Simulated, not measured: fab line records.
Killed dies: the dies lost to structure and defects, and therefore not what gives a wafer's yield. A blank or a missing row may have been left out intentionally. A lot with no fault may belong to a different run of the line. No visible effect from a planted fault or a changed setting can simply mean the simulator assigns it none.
The same fault as seen by 2 desks / flow n5_finfet / every desk sees just its own numbers, and what lay behind them comes last

## THE METROLOGY DESK
What the gauges read for every lot (on any tool): the sampled wafers with a number, averaged. The brackets show how far a lot's mean lies from the usual mean; more than 4 standard deviations puts the lot out of limits, marked OUT. Readings shown: 7 of its 10, picked as those furthest out on some lot.
Columns: A = DIBL_N at N5_BEOL_M4_RC_MEAS_101, usual 36.7 mV/V; B = DIBL_P at N5_BEOL_M4_RC_MEAS_101, usual 36.9 mV/V; C = IOFF_N at N5_BEOL_M4_RC_MEAS_101, usual 0.17 nA/um; D = ION_N at N5_BEOL_M4_RC_MEAS_101, usual 678 uA/um; E = SS_N at N5_BEOL_M4_RC_MEAS_101, usual 71.6 mV/dec; F = SS_P at N5_BEOL_M4_RC_MEAS_101, usual 73.5 mV/dec; G = VT_N at N5_BEOL_M4_RC_MEAS_101, usual 250 mV
lot=L724; first seen here=day 8 08:40; A=38.2; B=40.2; C=0.22; D=684; E=72.3; F=74.0; G=248
lot=L734; first seen here=day 11 04:15; A=33.3; B=34.1; C=0.13; D=662; E=70.5; F=72.8; G=253
lot=L736; first seen here=day 11 11:31; A=38.8; B=38.1; C=0.19; D=674; E=71.7; F=73.7; G=246
lot=L735; first seen here=day 11 11:33; A=37.0; B=36.4; C=0.17; D=680; E=71.2; F=74.0; G=248
lot=L739; first seen here=day 11 23:29; A=35.0; B=34.4; C=0.13; D=673; E=70.5; F=73.2; G=252
This desk's finding: nothing out of limits on any of the 5 lots.

## AT THE TOOL OWNER'S DESK: rie_diel-02
The tool's own readings at N5_PMOS_HMC_CHANNEL_EPI_ETCH_32 (etches BARC in N2/H2, stops on SiO2, target depth 85.8 nm, time 50.3 s): means of the sampled wafers that have a number, for each lot that ran on this tool. The brackets show how far a lot's mean lies from the usual mean; more than 4 standard deviations puts the lot out of limits, marked OUT.
Columns: A = drypump_motor_current_A at N5_PMOS_HMC_CHANNEL_EPI_ETCH_32, usual 5.6 A; B = oes_product_au at N5_PMOS_HMC_CHANNEL_EPI_ETCH_32, usual 0.65 a.u.; C = rf_vpp_V at N5_PMOS_HMC_CHANNEL_EPI_ETCH_32, usual 524.5 V; D = showerhead_plenum_p_Torr at N5_PMOS_HMC_CHANNEL_EPI_ETCH_32, usual 2.57 Torr; E = throttle_valve_pct at N5_PMOS_HMC_CHANNEL_EPI_ETCH_32, usual 17.94 %
lot=L724; first seen here=day 1 17:06; A=6.1; B=0.66; C=525.0; D=2.57; E=17.75
lot=L734; first seen here=day 4 05:57; A=5.8; B=0.62; C=523.5; D=2.53; E=17.97
lot=L735; first seen here=day 4 12:20; A=5.3; B=0.66; C=522.7; D=2.50; E=17.99
lot=L736; first seen here=day 4 17:29; A=6.0; B=0.68; C=523.0; D=2.50; E=17.93
This desk's finding: nothing out of limits on any of the 4 lots.

## BROUGHT TOGETHER
At the metrology desk, nothing out of limits was observed.
The desk of the tool owner found nothing out of limits.

## WHAT HAD BEEN PUT IN BY THE SIMULATOR
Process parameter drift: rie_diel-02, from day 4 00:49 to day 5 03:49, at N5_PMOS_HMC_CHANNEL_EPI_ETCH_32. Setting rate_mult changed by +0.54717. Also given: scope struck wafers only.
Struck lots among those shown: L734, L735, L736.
